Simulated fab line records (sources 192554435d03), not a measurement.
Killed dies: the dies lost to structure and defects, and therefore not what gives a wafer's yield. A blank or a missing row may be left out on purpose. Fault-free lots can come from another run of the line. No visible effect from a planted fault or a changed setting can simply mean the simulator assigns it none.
Chamber matching :: flow n5 finfet :: N5_BEOL_M3_CO_CAP_55 on cvd co-01: 3 sister chambers
The step material Co, precursor CCTBA/H2, target thk 2 nm, time 102.1 s. 6 wafers are shown with their chamber, then 12 later ones without.

## WAFERS WITH THEIR CHAMBER
wafer: L080.2
chamber: 2
heater power w (W): 246

wafer: L080.6
chamber: 0
heater power w (W): 258

wafer: L081.3
chamber: 0
heater power w (W): 262

wafer: L085.3
chamber: 1
heater power w (W): 208

wafer: L085.4
chamber: 2
heater power w (W): 248

wafer: L085.5
chamber: 1
heater power w (W): 210

## WAFERS WITHOUT THEIR CHAMBER
wafer: L091.1
heater power w (W): 255

wafer: L091.3
heater power w (W): 205

wafer: L091.4
heater power w (W): 213

wafer: L093.1
heater power w (W): 261

wafer: L093.3
heater power w (W): 208

wafer: L093.6
heater power w (W): 211

wafer: L094.2
heater power w (W): 254

wafer: L094.3
heater power w (W): 257

wafer: L094.6
heater power w (W): 248

wafer: L096.1
heater power w (W): 259

wafer: L096.3
heater power w (W): 215

wafer: L096.4
heater power w (W): 262

## WHICH CHAMBER EACH WENT THROUGH
wafer: L091.1
from the rows above: can't be placed: 0 or 2
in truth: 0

wafer: L091.3
from the rows above: 1
in truth: 1

wafer: L091.4
from the rows above: 1
in truth: 1

wafer: L093.1
from the rows above: 0
in truth: 0

wafer: L093.3
from the rows above: 1
in truth: 1

wafer: L093.6
from the rows above: 1
in truth: 1

wafer: L094.2
from the rows above: can't be placed: 0 or 2
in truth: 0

wafer: L094.3
from the rows above: 0
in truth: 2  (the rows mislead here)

wafer: L094.6
from the rows above: 2
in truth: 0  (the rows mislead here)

wafer: L096.1
from the rows above: 0
in truth: 0

wafer: L096.3
from the rows above: 1
in truth: 1

wafer: L096.4
from the rows above: 0
in truth: 0
Placed correctly: 8 of 12. Unplaceable from these rows: 2, with the true chamber sitting among the candidates in 2. Placed wrongly: 2.
How it was worked out, from the rows above alone: a wafer's distance from a chamber is the root of the sum, over the readings, of the square of ((its reading less the chamber's mean) divided by the reading's scatter). The wafer belongs to the nearest chamber; if the next one is less than 2 further off, it can't be placed. The mean given for a chamber averages the wafers shown for that chamber. The scatter: the root of (the sum of the squares of (reading less its chamber's mean) over the shown wafers, divided by (wafers less chambers)).
